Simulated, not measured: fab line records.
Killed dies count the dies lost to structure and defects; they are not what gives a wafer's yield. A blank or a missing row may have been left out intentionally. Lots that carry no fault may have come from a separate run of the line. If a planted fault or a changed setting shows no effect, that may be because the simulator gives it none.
Chamber matching    flow n5-finfet    N5_BEOL_M8_DEP_56 on pecvd-04 has 3 sister chambers
The step deposits SiCN from 3MS/NH3, target thk 10 nm, time 17.5 s. 6 wafers are shown with their chamber, then 8 later ones without.

== WAFERS, EACH WITH ITS CHAMBER ==
wafer   chamber  showerhead-plenum-p-Torr (Torr)  throttle-valve-pct (%)
L087.3  2        3.659                            9.11
L087.4  1        3.664                            9.12
L088.1  0        3.669                            8.97
L088.4  1        3.671                            9.37
L088.5  0        3.673                            9.17
L091.2  2        3.649                            9.07

== WAFERS MISSING THEIR CHAMBER ==
wafer   showerhead-plenum-p-Torr (Torr)  throttle-valve-pct (%)
L091.3  3.679                            8.94
L091.6  3.650                            9.24
L089.3  3.670                            8.82
L089.5  3.674                            8.83
L089.6  3.660                            9.31
L094.1  3.663                            9.03
L094.2  3.660                            8.98
L094.4  3.674                            9.13

== EACH ONE'S CHAMBER ==
wafer   from the rows above           in truth
L091.3  can't be placed: 0 or 1       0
L091.6  can't be placed: 2 or 1       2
L089.3  can't be placed: 0 or 1 or 2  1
L089.5  can't be placed: 0 or 1       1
L089.6  can't be placed: 1 or 2 or 0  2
L094.1  can't be placed: 0 or 2 or 1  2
L094.2  can't be placed: 2 or 0 or 1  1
L094.4  can't be placed: 0 or 1       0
0 of 8 placed correctly. Cannot be placed on the basis of these rows: 8; the candidates contain the true chamber in 8. Placed wrongly: 0.
How it was worked out, from the rows above alone: a wafer's distance from a chamber is the root of the sum, over the readings, of the square of ((its reading less the chamber's mean) divided by the reading's scatter). If the next closest chamber is less than 2 further off than the closest, the wafer can't be placed; otherwise it belongs to the closest. The mean given for a chamber averages the wafers shown for that chamber. How the scatter is found: for the shown wafers, subtract from each reading the mean of its chamber, square and add these, divide the total by (wafers less chambers), then take the root.
